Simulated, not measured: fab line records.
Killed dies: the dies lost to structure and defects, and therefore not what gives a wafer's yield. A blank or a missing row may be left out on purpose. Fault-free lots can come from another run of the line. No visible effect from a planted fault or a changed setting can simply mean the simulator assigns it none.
What tool caused it? / flow nand-harc / 18 wafers from 6 lots sampled at 5 of the route's 1302 steps

## WHAT EACH GAUGE READ, for each wafer
NHARC_END_SORT_01.
lot=L106; measured=day 26 05:26; on=prober-02; killed-at-array=47 51 53
lot=L113; measured=day 30 06:21; on=prober-01; killed-at-array=44 50 50
lot=L118; measured=day 30 06:58; on=prober-02; killed-at-array=59 56 39
lot=L126; measured=day 33 10:28; on=prober-01; killed-at-array=19 23 23

## WHICH TOOL RAN EACH LOT (tool, then ch and the chambers of the sampled wafers, then the start)
lot=L106; NHARC_A_WL_FILL_CVD_23=lpcvd-poly-03 ch 0, day 22 21:19; NHARC_A_WL_FILL_ALD_19=ald-metal-03 ch 0,1,3, day 23 00:10; NHARC_A_WL_FILL_CMP_12=cmp-02 ch 1,2,3, day 23 00:33; NHARC_A_CONTACT_DEP_24=pecvd-03 ch 0,1,2, day 23 01:22
lot=L115; NHARC_A_WL_FILL_CVD_23=lpcvd-poly-02 ch 0, day 25 02:52; NHARC_A_WL_FILL_ALD_19=ald-metal-02 ch 1,2,3, day 25 05:46; NHARC_A_WL_FILL_CMP_12=cmp-01 ch 1,2,3, day 25 06:10; NHARC_A_CONTACT_DEP_24=pecvd-01 ch 1,2, day 25 06:48
lot=L113; NHARC_A_WL_FILL_CVD_23=lpcvd-poly-03 ch 0, day 26 13:12; NHARC_A_WL_FILL_ALD_19=ald-metal-01 ch 2,3, day 26 16:04; NHARC_A_WL_FILL_CMP_12=cmp-04 ch 1,2,3, day 26 16:43; NHARC_A_CONTACT_DEP_24=pecvd-03 ch 0,1,2, day 26 17:17
lot=L118; NHARC_A_WL_FILL_CVD_23=lpcvd-poly-02 ch 0, day 26 17:03; NHARC_A_WL_FILL_ALD_19=ald-metal-03 ch 0,1, day 26 19:54; NHARC_A_WL_FILL_CMP_12=cmp-01 ch 0,3, day 26 20:17; NHARC_A_CONTACT_DEP_24=pecvd-04 ch 0,2, day 26 20:58
lot=L124; NHARC_A_WL_FILL_CVD_23=lpcvd-poly-03 ch 0, day 28 10:10; NHARC_A_WL_FILL_ALD_19=ald-metal-02 ch 0,3, day 28 13:03; NHARC_A_WL_FILL_CMP_12=cmp-02 ch 2,3, day 28 13:34; NHARC_A_CONTACT_DEP_24=pecvd-04 ch 0,1,2, day 28 14:05
lot=L126; NHARC_A_WL_FILL_CVD_23=lpcvd-poly-03 ch 0, day 29 21:35; NHARC_A_WL_FILL_ALD_19=ald-metal-03 ch 1,2, day 30 00:29; NHARC_A_WL_FILL_CMP_12=cmp-04 ch 0,1,2, day 30 00:53; NHARC_A_CONTACT_DEP_24=pecvd-04 ch 0,2, day 30 01:26
- NHARC_A_WL_FILL_CVD_23: deposits poly-Si, target thk 40 nm, time 800 s.
- NHARC_A_WL_FILL_ALD_19: deposits TiN, target thk 2 nm, pulse time 3 s, ald cycles 100.
- NHARC_A_WL_FILL_CMP_12: polishes, t overpolish 30 s, target thk 100 nm.
- NHARC_A_CONTACT_DEP_24: deposits SiO2, target thk 500 nm.

## THE ANSWER, worked out from the rows above alone
Rule: the lots themselves supply what counts as usual. The widest of any qualifying gaps counts: lots, ordered by their means at a reading, are off when they make up no more than a third of the lots, leave a main group of 4 or more, and stand apart from it by 3 or more times the standard deviation of that group's means. A main group is skipped when, at the precision printed for the reading in the tables above, its means are all equal. Also off: a lot with no number at a reading for which 4 or more lots have one. All remaining lots with rows at the step are treated as sound.
No lot is off at any reading shown: from this, nothing can be told.

## WHAT THE SIMULATOR PUT IN
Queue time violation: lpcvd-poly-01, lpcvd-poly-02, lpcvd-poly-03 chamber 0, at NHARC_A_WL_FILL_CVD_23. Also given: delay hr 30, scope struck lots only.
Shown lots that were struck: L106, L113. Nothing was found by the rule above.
